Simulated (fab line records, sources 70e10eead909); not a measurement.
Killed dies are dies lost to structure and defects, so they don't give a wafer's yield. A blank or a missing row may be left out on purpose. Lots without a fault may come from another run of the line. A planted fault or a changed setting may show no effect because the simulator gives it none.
Chamber matching | flow nand_harc | NHARC_P_M2_DEP_33 on pecvd-03: 3 sister chambers
The step deposits SiCN, target thk 30 nm. 18 wafers are shown with their chamber, then 9 later ones without.

WAFERS WITH THEIR CHAMBER
wafer  | chamber | heater_power_w (W) | susceptor_temp_C (C)
L262.2 | 1       | 535                | 369.94
L262.3 | 0       | 807                | 370.03
L262.6 | 2       | 549                | 369.61
L261.1 | 1       | 463                | 369.91
L261.3 | 2       | 574                | 370.28
L261.6 | 0       | 766                | 369.95
L266.1 | 1       | 488                | 370.09
L266.4 | 1       | 480                | 369.96
L266.6 | 0       | 703                | 369.96
L268.1 | 2       | 568                | 370.32
L268.3 | 1       | 482                | 370.04
L268.4 | 0       | 696                | 369.92
L271.3 | 0       | 687                | 370.23
L271.5 | 0       | 672                | 370.51
L271.6 | 1       | 526                | 369.80
L273.1 | 1       | 496                | 370.19
L273.4 | 0       | 710                | 370.14
L273.6 | 1       | 500                | 370.14

SIGNATURES (means of the wafers above)
reading          | chamber 0 | chamber 1 | chamber 2 | scatter within a chamber
heater_power_w   | 720.14    | 496.25    | 563.67    | 35
susceptor_temp_C | 370.1057  | 370.0088  | 370.0700  | 0.216
Rule: a wafer's distance from a chamber is the root of the sum, over the readings, of the square of ((its reading less the chamber's mean) divided by the reading's scatter). The wafer belongs to the nearest chamber; if the next one is less than 2 further off, it can't be placed. The scatter: the root of (the sum of the squares of (reading less its chamber's mean) over the shown wafers, divided by (wafers less chambers)).

WAFERS WITHOUT THEIR CHAMBER
wafer  | heater_power_w (W) | susceptor_temp_C (C)
L275.1 | 474                | 369.98
L275.3 | 566                | 369.98
L275.5 | 568                | 369.86
L279.1 | 510                | 369.80
L279.5 | 653                | 370.17
L279.6 | 506                | 369.81
L283.2 | 685                | 370.24
L283.4 | 559                | 369.87
L283.5 | 687                | 370.23

WHICH CHAMBER EACH WENT THROUGH
wafer  | from the rows above     | in truth
L275.1 | can't be placed: 1 or 2 | 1
L275.3 | can't be placed: 2 or 1 | 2
L275.5 | can't be placed: 2 or 1 | 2
L279.1 | can't be placed: 1 or 2 | 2
L279.5 | can't be placed: 0 or 2 | 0
L279.6 | can't be placed: 1 or 2 | 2
L283.2 | 0                       | 0
L283.4 | can't be placed: 2 or 1 | 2
L283.5 | 0                       | 0
Placed correctly: 2 of 9. Can't be placed from these rows: 7 (the true chamber is among the candidates in 7). Placed wrongly: 0.
